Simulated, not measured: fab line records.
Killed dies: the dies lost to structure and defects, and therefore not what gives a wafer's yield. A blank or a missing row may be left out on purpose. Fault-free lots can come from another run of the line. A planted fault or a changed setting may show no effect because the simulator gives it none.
Matching of chambers :: flow n5 finfet :: N5_FIN_SAQP_MANDREL_ETCH_58 on rie si-04: 4 sister chambers
The step etches a-Si in HBr/Cl2, stops on SiNx, target depth 45 nm, bt time 10 s, time 27 s. 4 wafers are shown with their chamber, then 12 later ones without.

## WAFERS WITH THEIR CHAMBER
wafer: L086.1
chamber: 0
drypump motor current A (A): 5.9

wafer: L086.4
chamber: 2
drypump motor current A (A): 5.2

wafer: L088.1
chamber: 1
drypump motor current A (A): 5.9

wafer: L088.6
chamber: 3
drypump motor current A (A): 5.7

## WAFERS WITHOUT THEIR CHAMBER
wafer: L089.3
drypump motor current A (A): 5.9

wafer: L089.4
drypump motor current A (A): 5.7

wafer: L089.6
drypump motor current A (A): 5.9

wafer: L094.2
drypump motor current A (A): 5.6

wafer: L094.4
drypump motor current A (A): 5.9

wafer: L094.5
drypump motor current A (A): 5.9

wafer: L096.2
drypump motor current A (A): 5.9

wafer: L096.4
drypump motor current A (A): 5.7

wafer: L096.6
drypump motor current A (A): 5.9

wafer: L097.1
drypump motor current A (A): 5.2

wafer: L097.2
drypump motor current A (A): 5.7

wafer: L097.5
drypump motor current A (A): 5.9

## EACH ONE'S CHAMBER
wafer: L089.3
from the rows above: can't be placed: 0 or 1
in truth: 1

wafer: L089.4
from the rows above: 3
in truth: 3

wafer: L089.6
from the rows above: can't be placed: 0 or 1
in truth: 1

wafer: L094.2
from the rows above: 3
in truth: 3

wafer: L094.4
from the rows above: can't be placed: 0 or 1
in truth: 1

wafer: L094.5
from the rows above: can't be placed: 0 or 1
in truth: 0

wafer: L096.2
from the rows above: can't be placed: 0 or 1
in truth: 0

wafer: L096.4
from the rows above: 3
in truth: 3

wafer: L096.6
from the rows above: can't be placed: 0 or 1
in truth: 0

wafer: L097.1
from the rows above: 2
in truth: 2

wafer: L097.2
from the rows above: 3
in truth: 3

wafer: L097.5
from the rows above: can't be placed: 0 or 1
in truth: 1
5 of 12 placed correctly. Cannot be placed on the basis of these rows: 7; the candidates contain the true chamber in 7. Wrongly placed: 0.
How it was worked out, from the rows above alone: a wafer's distance from a chamber is the root of the sum, over the readings, of the square of ((its reading less the chamber's mean) divided by the reading's scatter). The wafer belongs to the nearest chamber; if the next one is less than 2 further off, it can't be placed. The mean given for a chamber averages the wafers shown for that chamber. The scatter (one wafer shown for each chamber): square how far every hidden wafer sits from the nearest shown wafer, average those squares and take the square root.
